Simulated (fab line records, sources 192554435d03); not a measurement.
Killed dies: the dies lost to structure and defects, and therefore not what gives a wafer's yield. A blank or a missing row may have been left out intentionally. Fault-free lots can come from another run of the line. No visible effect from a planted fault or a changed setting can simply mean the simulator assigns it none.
fab line records	flow n5_finfet
[record] lots = 5	wafers = 15	last_day = 19
route steps=1938 shown BEOL_M0@741 BEOL_M1@751 BEOL_M4@1111 PASSIVATION@1936
lots with no fault: from the same line, run without faults
start_h: start of the lot's first displayed wafer, in hours after the record's first day	wait_h: time in hours since the lot's previous step	" the same as in the row above	L1.1+2: one row covering several wafers at once	- no value, or no start given	* or withheld: withheld	< > ~ a bound
route shown NAME@n: a module of which the file shows steps, and the number in the route of the first	usual: mean/standard deviation of fault-free wafers	same: alike in all rows	chamber/n: place in a boat	sites: the reading at each site	_std_site: how widely they spread, as a standard deviation	_edge_site: the outer-site mean with the inner-site mean subtracted	radius_mm: how far each site lies from the wafer's centre	mask NAME#n: copy n	behind: the tool/chamber that last shaped the wafer	hold: the reason the lot was held/the length of the hold in hours/how it ended	device: whichever transistor did not switch (one of n, p or np)	end of line: tests run on the same wafers once the route is complete	where a step has no rows: the recipe by itself	killed: not the wafer's yield, but the dies lost to structure and defects at the first sort	map: a wafer's dies, marking killed ones x, the rest . and places with no die _
set.NAME: the setting as run; set.NAME@STEP: as run at that earlier step	model.NAME: the simulator's own value behind a step, which no gauge read
lots at some steps of the route; a table a step, a row a wafer
services: from which hour (start_h, from the record's first day; less than 0 if before it) a tool's chamber was out of use, for how many hours, and why
[[steps]]
[step N5_BEOL_M0_ECD_118]
[recipe] material = Cu	target_thk_a = 3000
[step N5_BEOL_M0_ANNEAL_119]
[recipe] temp_c = 225	time_s = 90	ambient = N2
[usual] wafer_temp_C_max = 226.04/0.28
lot.wafer	tool	chamber	start_h	wait_h	wafer_temp_C_max
L512.1	rtp_anneal-01	0	156.18	0.3	226.02
L512.3	"	0	"	"	225.95
L512.6	"	0	"	"	225.75
L515.1	rtp_anneal-02	0	170.96	0.1	226.21
L515.4	"	0	"	"	226.09
L515.5	"	0	"	"	226.14
L523.1	rtp_anneal-01	0	220.24	0.1	226.02
L523.3	"	0	"	"	225.91
L523.4	"	0	"	"	225.87
L527.1	rtp_anneal-02	0	246.52	0.1	226.14
L527.3	"	0	"	"	225.60
L527.4	"	0	"	"	225.80
L529.2	rtp_anneal-02	0	258.97	0.1	226.02
L529.3	"	0	"	"	226.04
L529.4	"	0	"	"	225.75
[step N5_BEOL_M0_CMP_120]
[recipe] stop_on = SiOC	t_overpolish_s = 6.9	down_force_psi = 1	platen_rpm = 50	clearing_platen_down_force_psi = 1.5	clearing_platen_rpm = 50	post_cmp_clean = cu_alkaline	clearing_platen_pad_velocity_m_s = 0.99484	pad_velocity_m_s = 0.99484
[step N5_BEOL_M0_PRE_CLEAN_131]
[recipe] gas = NH3/H2	time_s = 15	temp_c = *	rf_power_w = 300
[usual] heater_power_w = 88/9	susceptor_temp_C = *
lot.wafer	tool	chamber	start_h	wait_h	heater_power_w	susceptor_temp_C
L512.1	cvd_co-02	1	156.82	0.0	99	*
L512.3	"	0	"	"	91	*
L512.6	"	1	"	"	99	*
L515.1	cvd_co-02	0	171.58	0.0	91	*
L515.4	"	1	"	"	102	*
L515.5	"	2	"	"	76	*
L523.1	cvd_co-01	1	220.86	0.0	83	*
L523.3	"	1	"	"	83	*
L523.4	"	2	"	"	88	*
L527.1	cvd_co-02	0	247.15	0.0	92	*
L527.3	"	1	"	"	97	*
L527.4	"	2	"	"	74	*
L529.2	cvd_co-02	2	259.55	0.0	74	*
L529.3	"	1	"	"	100	*
L529.4	"	0	"	"	94	*
[step N5_BEOL_M0_CO_CAP_123]
[recipe] material = Co	target_thk_a = 20	temp_c = 200	precursor = CCTBA/H2	pressure_torr = 30	time_s = 102.1
[step N5_BEOL_M0_PRE_CLEAN_124]
[recipe] gas = NH3	time_s = 15	temp_c = withheld	rf_power_w = 300
[step N5_BEOL_M0_DEP_125]
[recipe] material = SiCN	target_thk_a = 80	temp_c = withheld	precursor = 3MS/NH3	pressure_torr = 3	rf_w = 202	time_s = 14
[step N5_BEOL_M0_RS_MEAS_126]
[recipe] thk_meas_gauge = four-point-probe	reads = Co_of_BEOL_M0_CO_CAP_123+Cu_of_BEOL_M0_ECD_118+Co_of_BEOL_M0_CVD_115+TaN_of_BEOL_M0_ALD_136
[usual] M0_RS = 0.536/0.018
lot.wafer	tool	chamber	start_h	wait_h	M0_RS[ohm/sq]
L512.1	film_metro-02	-	157.05	0.0	0.522
L512.3	"	-	"	"	0.559
L512.6	"	-	"	"	0.556
L515.1	film_metro-02	-	171.81	0.0	0.525
L515.4	"	-	"	"	0.511
L515.5	"	-	"	"	0.498
L523.1	film_metro-02	-	221.14	0.0	0.565
L523.3	"	-	"	"	0.520
L523.4	"	-	"	"	0.539
L527.1	film_metro-01	-	247.38	0.0	0.529
L527.3	"	-	"	"	0.528
L527.4	"	-	"	"	0.526
L529.2	film_metro-02	-	259.78	0.1	0.584
L529.3	"	-	"	"	0.554
L529.4	"	-	"	"	0.560
[step N5_BEOL_M0_INSPECT_127]
[recipe] inspect_instrument = darkfield	mode = post_dep
[usual] raw_defect_count = 75/27
lot.wafer	tool	chamber	start_h	wait_h	raw_defect_count
L512.1	defect_inspect-01	-	157.07	0.0	47
L512.3	"	-	"	"	87
L512.6	"	-	"	"	57
L515.1	defect_inspect-02	-	171.83	0.0	77
L515.4	"	-	"	"	106
L515.5	"	-	"	"	126
L523.1	defect_inspect-02	-	221.17	0.0	84
L523.3	"	-	"	"	59
L523.4	"	-	"	"	57
L527.1	defect_inspect-02	-	247.40	0.0	109
L527.3	"	-	"	"	74
L527.4	"	-	"	"	79
L529.2	defect_inspect-01	-	259.80	0.0	152
L529.3	"	-	"	"	91
L529.4	"	-	"	"	126
[step N5_BEOL_M1_ILD_DEP_00]
[recipe] material = SiOC	target_thk_a = 790	temp_c = 350	precursor = DEMS/O2	pressure_torr = 5	rf_w = 500	time_s = 15.3
[usual] heater_power_w = 541/68	showerhead_plenum_p_Torr = 5.698/0.017	susceptor_temp_C = 349.96/0.21	throttle_valve_pct = 12.2/0.72
lot.wafer	tool	chamber	start_h	wait_h	heater_power_w	showerhead_plenum_p_Torr	susceptor_temp_C	throttle_valve_pct
L512.1	pecvd-04	0	157.11	0.0	543	5.675	349.94	12.3
L512.3	"	1	"	"	585	5.709	350.08	13.5
L512.6	"	1	"	"	582	5.702	349.82	13.2
L515.1	pecvd-01	1	171.87	0.0	526	5.683	349.84	10.7
L515.4	"	1	"	"	535	5.695	349.73	10.7
L515.5	"	0	"	"	509	5.676	350.06	11.9
L523.1	pecvd-03	1	221.21	0.0	506	5.695	350.13	12.2
L523.3	"	0	"	"	521	5.688	349.78	12.1
L523.4	"	1	"	"	536	5.687	350.19	12.0
L527.1	pecvd-04	1	247.44	0.0	622	5.720	350.22	13.4
L527.3	"	2	"	"	504	5.728	349.86	11.8
L527.4	"	1	"	"	644	5.698	350.10	13.4
L529.2	pecvd-04	2	259.84	0.0	508	5.730	349.89	12.1
L529.3	"	1	"	"	650	5.708	349.95	13.2
L529.4	"	2	"	"	399	5.707	349.90	12.1
[step N5_BEOL_M1_THK_MEAS_01]
[recipe] reads = SiOC_of_BEOL_M1_ILD_DEP_00
[usual] M1_ILD_THK = 79.3/1.1
lot.wafer	tool	chamber	start_h	wait_h	M1_ILD_THK[nm]
L512.1	film_metro-02	-	157.18	0.0	78.7
L512.3	"	-	"	"	79.2
L512.6	"	-	"	"	81.5
L515.1	film_metro-02	-	171.94	0.0	78.8
L515.4	"	-	"	"	78.9
L515.5	"	-	"	"	79.2
L523.1	film_metro-02	-	221.29	0.1	78.3
L523.3	"	-	"	"	78.7
L523.4	"	-	"	"	79.5
L527.1	film_metro-01	-	247.51	0.0	77.6
L527.3	"	-	"	"	78.1
L527.4	"	-	"	"	80.2
L529.2	film_metro-01	-	259.91	0.1	79.3
L529.3	"	-	"	"	78.6
L529.4	"	-	"	"	80.4
[step N5_BEOL_M1_PECVD_72]
[recipe] material = SiO2	target_thk_a = 160	temp_c = 400	precursor = TEOS/O2	pressure_torr = 5.5	rf_w = 450	teos_flow_sccm = 53.8	gas = O2	flow_sccm = 3000	time_s = 18
[usual] heater_power_w = 736/78	showerhead_plenum_p_Torr = 8.78/0.046	susceptor_temp_C = 400.00/0.22	throttle_valve_pct = 22.1/1
lot.wafer	tool	chamber	start_h	wait_h	heater_power_w	showerhead_plenum_p_Torr	susceptor_temp_C	throttle_valve_pct
L512.1	pecvd-01	1	157.21	0.0	728	8.79	399.99	20.0
L512.3	"	0	"	"	634	8.76	400.04	22.4
L512.6	"	2	"	"	649	8.74	400.26	21.9
L515.1	pecvd-03	1	171.97	0.0	685	8.80	400.28	22.6
L515.4	"	2	"	"	614	8.83	400.26	22.5
L515.5	"	0	"	"	629	8.75	399.97	22.7
L523.1	pecvd-01	2	221.33	0.0	673	8.76	399.60	22.2
L523.3	"	0	"	"	707	8.73	399.97	22.2
L523.4	"	2	"	"	696	8.76	399.80	21.8
L527.1	pecvd-03	1	247.54	0.0	766	8.80	400.02	22.5
L527.3	"	2	"	"	608	8.82	400.09	21.1
L527.4	"	1	"	"	770	8.82	399.90	22.3
L529.2	pecvd-01	1	259.94	0.0	857	8.77	399.68	20.2
L529.3	"	2	"	"	737	8.73	399.98	21.9
L529.4	"	0	"	"	785	8.74	400.13	22.3
[step N5_BEOL_M1_HM_DEP_02]
[recipe] material = TiN	target_thk_a = 200	temp_c = 25	chamber_pressure_pa = 0.49996
[usual] susceptor_temp_C = 25.03/0.11	throttle_valve_pct = 30.2/0.67
lot.wafer	tool	chamber	start_h	wait_h	susceptor_temp_C	throttle_valve_pct
L512.1	pvd_sputter-02	-	158.09	0.9	25.06	31.2
L512.3	"	-	"	"	25.06	30.2
L512.6	"	-	"	"	25.03	31.2
L515.1	pvd_sputter-03	-	172.33	0.3	25.14	31.1
L515.4	"	-	"	"	25.03	29.7
L515.5	"	-	"	"	25.13	31.0
L523.1	pvd_sputter-03	-	221.67	0.3	25.16	30.1
L523.3	"	-	"	"	25.10	29.7
L523.4	"	-	"	"	25.15	29.7
L527.1	pvd_sputter-03	-	249.08	1.5	24.90	30.1
L527.3	"	-	"	"	24.95	29.4
L527.4	"	-	"	"	24.90	31.2
L529.2	pvd_sputter-03	-	261.73	1.8	25.21	30.0
L529.3	"	-	"	"	24.90	31.2
L529.4	"	-	"	"	24.87	29.7
[step N5_BEOL_M1_COAT_61]
[recipe] resist = SOC	temp_c = 250	time_s = 60	spin_rpm = 1500	resist_thk_nm = 60
[step N5_BEOL_M1_COAT_62]
[recipe] resist = SiARC	temp_c = 220	time_s = 60	spin_rpm = 1500	resist_thk_nm = 12
[step N5_BEOL_M1_COAT_73]
[recipe] resist = underlayer	temp_c = 205	time_s = 60	spin_rpm = 1500	resist_thk_nm = 5
[step N5_BEOL_M1_COAT_05]
[recipe] resist = CAR-EUV	spin_rpm = 1500	resist_thk_nm = 30
[step N5_BEOL_M1_EBR_07]
[recipe] solvent = PGMEA	ebr_width_mm = 1.5
[step N5_BEOL_M1_SOFTBAKE_06]
[recipe] temp_c = 110	time_s = 60	resist = CAR-EUV
[step N5_BEOL_M1_EXPOSE_08]
[recipe] mask_id = M1	na = 0.33	source_shape = dipole	sigma_inner = 0.369	sigma_outer = 0.767	polarization = unpolarized	dose_mj = 33
[step N5_BEOL_M1_PEB_09]
[recipe] peb_temp_c = 100	peb_time_s = 60	resist = CAR-EUV
[step N5_BEOL_M1_DEVELOP_10]
[recipe] develop_time_s = 30	developer = TMAH	resist = CAR-EUV	rinse_liquid = surfactant_rinse	dry = air_spin	dev_temp_c = 23
[step N5_BEOL_M1_CD_MEAS_11]
[recipe] target_cd_nm = 17.05	landing_energy_ev = 500	detector = se_inlens	polarity = opening
[usual] cd_nm = 17.16/0.22
[same] landing_energy_ev = 500
lot.wafer	tool	chamber	start_h	wait_h	cd_nm
L512.1	cd_sem-02	0	158.48	-	17.10
L512.3	"	0	"	"	17.32
L512.6	"	0	"	"	17.13
L515.1	cd_sem-02	0	172.73	-	17.44
L515.4	"	0	"	"	17.23
L515.5	"	0	"	"	17.30
L523.1	cd_sem-02	0	222.19	-	16.86
L523.3	"	0	"	"	16.84
L523.4	"	0	"	"	17.31
L527.1	cd_sem-01	0	249.47	-	17.33
L527.3	"	0	"	"	17.52
L527.4	"	0	"	"	17.43
L529.2	cd_sem-02	0	262.12	-	17.24
L529.3	"	0	"	"	17.58
L529.4	"	0	"	"	17.30
[step N5_BEOL_M1_OVL_MEAS_12]
[recipe] points_per_wafer = 522
[usual] M1_OVL = -0.2/0.76
lot.wafer	tool	chamber	start_h	wait_h	M1_OVL[nm]
L512.1	overlay-01	0	158.51	0.0	-0.1
L512.3	"	0	"	"	-0.7
L512.6	"	0	"	"	-1.2
L515.1	overlay-01	0	172.76	0.0	0.1
L515.4	"	0	"	"	-1.4
L515.5	"	0	"	"	-1.6
L523.1	overlay-01	0	222.22	0.0	0.6
L523.3	"	0	"	"	0.6
L523.4	"	0	"	"	0.0
L527.1	overlay-01	0	249.50	0.0	-1.3
L527.3	"	0	"	"	0.2
L527.4	"	0	"	"	-0.4
L529.2	overlay-01	0	262.15	0.0	0.8
L529.3	"	0	"	"	0.0
L529.4	"	0	"	"	0.2
[step N5_BEOL_M1_INSPECT_13]
[recipe] mode = adi	inspect_instrument = brightfield
[usual] raw_defect_count = 402/81
lot.wafer	tool	chamber	start_h	wait_h	raw_defect_count
L512.1	defect_inspect-01	-	158.57	0.1	336
L512.3	"	-	"	"	295
L512.6	"	-	"	"	302
L515.1	defect_inspect-01	-	172.82	0.1	1398
L515.4	"	-	"	"	535
L515.5	"	-	"	"	527
L523.1	defect_inspect-02	-	222.28	0.1	392
L523.3	"	-	"	"	452
L523.4	"	-	"	"	498
L527.1	defect_inspect-01	-	249.56	0.1	381
L527.3	"	-	"	"	374
L527.4	"	-	"	"	291
L529.2	defect_inspect-01	-	262.21	0.0	454
L529.3	"	-	"	"	337
L529.4	"	-	"	"	394
[step N5_BEOL_M1_DESCUM_16]
[recipe] chemistry = O2	time_s = 7	source_power_w = 50	bias_power_w = 20	pressure_mtorr = 20	rf_frequency_hz = 2.712e+07	temp_c = 40	resist = CAR-EUV	o2_flow_sccm = 225
[usual] drypump_motor_current_A = 5.5/0.36	oes_product_au = 0.75/0.075	rf_vpp_V = 242.6/1.4	showerhead_plenum_p_Torr = 2.06/0.066	temp_c = 40.01/0.11	throttle_valve_pct = 20.47/0.24
lot.wafer	tool	chamber	start_h	wait_h	drypump_motor_current_A	oes_product_au	rf_hours_counter_h	rf_vpp_V	showerhead_plenum_p_Torr	temp_c	throttle_valve_pct
L512.1	rie_diel-06	3	158.68	0.1	5.4	0.74	169	240.8	2.02	39.89	20.93
L512.3	"	1	"	"	5.7	0.74	196	241.0	1.99	39.87	20.34
L512.6	"	0	"	"	4.9	0.88	-	242.1	2.06	40.11	20.27
L515.1	rie_diel-04	1	172.94	0.1	6.3	0.70	226	242.2	1.98	40.09	20.57
L515.4	"	0	"	"	5.8	0.96	-	243.9	2.07	39.87	20.27
L515.5	"	2	"	"	5.2	0.72	-	245.6	2.19	40.09	20.54
L523.1	rie_diel-06	1	222.31	0.0	5.7	0.73	209	241.4	1.99	40.15	20.34
L523.3	"	3	"	"	5.4	0.73	182	240.3	2.02	40.04	20.95
L523.4	"	0	"	"	4.9	0.87	36	243.7	2.06	40.16	20.30
L527.1	rie_diel-06	1	249.85	0.3	5.6	0.73	215	241.2	1.98	39.93	20.37
L527.3	"	0	"	"	4.9	0.86	42	242.1	2.06	40.09	20.29
L527.4	"	2	"	"	5.2	0.71	226	244.4	2.16	39.93	20.52
L529.2	rie_diel-06	0	262.24	0.0	4.9	0.84	45	243.4	2.06	40.17	20.28
L529.3	"	2	"	"	5.2	0.70	228	244.5	2.16	39.88	20.53
L529.4	"	1	"	"	5.7	0.72	218	240.8	1.98	40.06	20.36
[step N5_BEOL_M4_RC_MEAS_101]
[usual] DIBL_N = 36.0/1.7	DIBL_P = 36.2/1.9	IOFF_N = 0.154/0.028	IOFF_P = 0.21/0.036	ION_N = 675/11	ION_P = 463/8.3	SS_N = 71.4/0.63	SS_P = 73.2/0.55	VT_N = 250.2/3	VT_P = -251/3.7
lot.wafer	tool	chamber	start_h	wait_h	DIBL_N[mV/V]	DIBL_P[mV/V]	IOFF_N[nA/um]	IOFF_P[nA/um]	ION_N[uA/um]	ION_P[uA/um]	SS_N[mV/dec]	SS_P[mV/dec]	VT_N[mV]	VT_P[mV]
L512.1	prober-02	0	264.69	0.0	35.4	36.1	0.153	0.20	687	470	71.2	72.3	248.5	-250
L512.3	"	0	"	"	34.7	35.4	0.131	0.18	674	461	71.7	72.9	253.1	-253
L512.6	"	0	"	"	34.9	34.5	0.126	0.17	667	452	71.0	72.5	253.9	-257
L515.1	prober-02	0	281.91	0.0	36.8	34.9	0.152	0.18	660	448	71.8	73.0	253.4	-254
L515.4	"	0	"	"	34.3	33.4	0.118	0.17	666	458	71.0	73.1	252.1	-253
L515.5	"	0	"	"	35.0	34.5	0.134	0.18	670	461	71.5	72.9	247.7	-250
L523.1	prober-01	0	330.18	0.0	33.6	34.5	0.131	0.17	675	460	71.1	73.3	252.0	-254
L523.3	"	0	"	"	30.1	29.5	0.082	0.12	643	444	70.7	71.4	257.1	-259
L523.4	"	0	"	"	31.6	31.8	0.101	0.14	658	450	70.3	72.9	255.4	-259
L527.1	prober-02	0	342.53	0.0	35.8	36.0	0.154	0.23	668	470	70.8	72.6	248.9	-245
L527.3	"	0	"	"	33.1	33.3	0.116	0.19	678	473	71.0	72.5	251.4	-248
L527.4	"	0	"	"	37.5	38.5	0.195	0.27	682	474	72.5	73.5	245.2	-248
L529.2	prober-02	0	347.19	0.2	34.4	35.4	0.131	0.19	682	469	70.7	72.8	252.0	-249
L529.3	"	0	"	"	40.2	41.1	0.244	0.28	697	463	72.4	74.3	245.3	-248
L529.4	"	0	"	"	36.7	37.8	0.166	0.23	670	461	72.1	73.2	249.8	-246
[step N5_PASSIVATION_PROBE_49]
[usual] defect_limited_yield = 90.9/1.4	killed_at_M0_to_M3 = 38/11	killed_at_M4_up = 13/5.9	killed_at_contacts = 14/6.4	killed_at_front_end = 38/11	killed_at_other = 3.3/2.5	killed_dies = 107/16	killed_on_rim = 14/3.6	killed_open = 70/12	killed_short = 35/7.7	sort_bin_4_leakage = 0.00/0.007	sort_bin_5_function = 5.3/0.94	sort_bin_6_memory = 3.5/0.7	sort_n_pass = 1073/16	sort_yield_pct = 90.9/1.4
[same] gross_dies = 1180	killed_at_back_side = 0	sort_bin_8_speed[%] = 0
lot.wafer	tool	chamber	start_h	wait_h	defect_limited_yield[%]	killed_at_M0_to_M3	killed_at_M4_up	killed_at_contacts	killed_at_front_end	killed_at_other	killed_dies	killed_on_rim	killed_open	killed_short	sort_bin_4_leakage[%]	sort_bin_5_function[%]	sort_bin_6_memory[%]	sort_n_pass	sort_yield_pct[%]
L515.1	prober-02	-	395.80	0.0	83.3	126	34	4	31	2	197	35	71	32	0	9.2	3.7	983	83.3
L515.4	prober-02	-	395.95	0.2	89.4	35	21	16	51	2	125	22	84	40	0	5.8	4.3	1055	89.4
L515.5	prober-02	-	396.00	0.2	91.0	52	18	11	25	0	106	6	77	29	0	5.8	2.7	1074	91.0
L527.1	prober-02	-	461.94	0.0	90.8	44	4	12	47	2	109	10	71	37	0	4.9	3.9	1071	90.8
L527.4	prober-02	-	462.09	0.2	93.6	26	10	6	27	7	76	12	46	27	0	3.5	2.6	1104	93.6
// killed by level:class
L515.1 BEOL_M1:unspecified=92 BEOL_M4:geometric_particle:open=19 DUMMY_GATE:geometric_particle:open=9 BEOL_M2:geometric_particle:open=8 BEOL_M4:geometric_particle:short=8 BEOL_M0_SAQP:geometric_particle:short=7 BEOL_M1:geometric_particle:open=6 FIN_SAQP:geometric_particle:open=5
L515.4 STI_FIN_REVEAL:geometric_particle:open=16 MOL_CONTACT_COAG:geometric_particle:open=15 BEOL_M3:geometric_particle:open=8 BEOL_M4:geometric_particle:open=7 BEOL_M4:geometric_particle:short=7 FIN_SAQP:geometric_particle:open=6 FIN_SAQP:geometric_particle:short=6 BEOL_M2:geometric_particle:open=6
L515.5 BEOL_M3:geometric_particle:open=15 BEOL_M4:geometric_particle:open=14 MOL_CONTACT_COAG:geometric_particle:open=11 FIN_SAQP:geometric_particle:short=7 BEOL_M0_SAQP:geometric_particle:short=7 BEOL_M2:geometric_particle:open=7 FIN_SAQP:geometric_particle:open=6 BEOL_M0_SAQP:geometric_particle:open=6
L527.1 STI_FIN_REVEAL:geometric_particle:open=19 MOL_CONTACT_COAG:geometric_particle:open=12 BEOL_M3:geometric_particle:open=10 BEOL_M2:geometric_particle:open=7 BEOL_M3:geometric_particle:short=7 STI_FIN_REVEAL:geometric_particle:short=6 BEOL_M0_SAQP:geometric_particle:short=6 FIN_SAQP:geometric_particle:short=3
L527.4 FIN_SAQP:geometric_particle:open=5 BEOL_M3:geometric_particle:short=5 DUMMY_GATE:geometric_particle:open=4 MOL_CONTACT_COAG:geometric_particle:open=4 BEOL_M0_SAQP:geometric_particle:open=4 BEOL_M0_SAQP:geometric_particle:short=4 BEOL_M3:geometric_particle:open=4 BEOL_M4:geometric_particle:open=4
// map L515.1 (x killed, . not)
_________________..x.xxxxxxxx________________
______________....xxxxxxxxxxxxxx_____________
___________.......xxxxxxxxxxxxxxxx.__________
__________.........xxxxxxxxxxxxxx.x._________
________.x.....x..xxxxxxxxxxxxxx.x...._______
_______x........x..xxxxxxxxxxxxx.......______
______...x............xxxxxxx.x....x...._____
_____....xx..x....x....xx.x..............____
____x......x....x...x..x...............x.x___
___...x...........x...x..................x.__
___.....x..........................x....x..__
__...............x.x......xx...............x_
__..........x.......x..x...................._
_xx...........x.x......x...x......x.x......x.
_........................x........x...x......
_x........x.....x..................x...x.....
_....x..x............................x.x...x.
_............x...........x..x................
_........x.........................x.......x.
_...........x...x...x........................
_x........x..................x.....xx........
__.x.......x.x.....x....x.......xx...xx...x._
__...................................x.....x_
___xx............xx.......................x__
___..............x..x......................__
____...............x...x.................x___
_____..x.............................xx..____
______..............................x..._____
_______..x........xx......x....x.....x.______
________............................x._______
__________.x......x................._________
___________......x.................__________
______________.................._____________
_________________............________________
// map L527.1 (x killed, . not)
_________________............________________
______________................x._____________
___________........x..x............__________
__________...x...........x.......x.._________
________......................x......._______
_______....................x.........x.______
______....x.....x......................._____
_____.x...x.x................x.....x.....____
____...................x.x.....x..........___
___.............x.............x...x.x......__
___..............x.......................x.__
__.............................x...x........_
__.............x......x....................x_
_....x........x.......x......................
_x...x................x..............x.......
_.......xx..x................................
_.............x....x.x..................x....
_...............xxxx........x.......x...x....
_.......x..........x...........xx.x........x.
_x........x.........x.....x.x..............x.
_..x....x.......x....x.......................
__...x..........x.....x....................._
__......x.....x...............x.x..........._
___....xx.........x.............xx.x.......__
___...............x.....x...x...x.......x..__
____.......x.....................x........___
_____......x.............................____
______.............x.x....x...x........._____
_______x.........x..........x.....x....______
________....x...x......x.....x........_______
__________...x.x...................._________
___________...x........x..x.x......__________
______________......x.......x..._____________
_________________..........x.________________
[[services]]
tool	chamber	start_h	hours	kind
pecvd-01	0	139.76	7.1	repair
cvd_co-01	1	159.00	11.8	repair
rie_diel-04	3	167.41	8.7	repair
pecvd-04	1	171.33	5.5	scheduled_down
rie_diel-06	2	189.08	10.0	repair
rie_diel-06	-	200.13	14.6	pm
pecvd-03	2	202.38	-	clean
pecvd-03	2	202.38	-	consumable_replace:showerhead
pecvd-03	2	202.38	29.0	scheduled_down
pecvd-03	2	202.38	29.0	vent_cycle
pvd_sputter-03	-	205.12	1.6	repair
cvd_co-02	-	223.15	3.8	pm
rie_diel-06	2	226.76	7.4	repair
rie_diel-04	3	236.60	5.9	repair
[[key]]
[first_sign] step = N5_BEOL_M1_INSPECT_13	reading = raw_defect_count	direction = up	sigmas = 12	usual = 402	struck = 1398
[effect] step = N5_PASSIVATION_PROBE_49	reading = killed_at_M0_to_M3	direction = up	sigmas = 7.8	usual = 38	struck = 126
[more_kills_born_at] N5_BEOL_M1_PECVD_72@pecvd-03 = 92
met_at N5_BEOL_M1_PECVD_72
struck_wafers L515.1
[fault] kind = chamber_particle_source	tool = pecvd-03	chamber = 1	onset_h = 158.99	steps = N5_BEOL_M1_PECVD_72	rate_per_visit_cm2 = 1.4988	end_h = 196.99
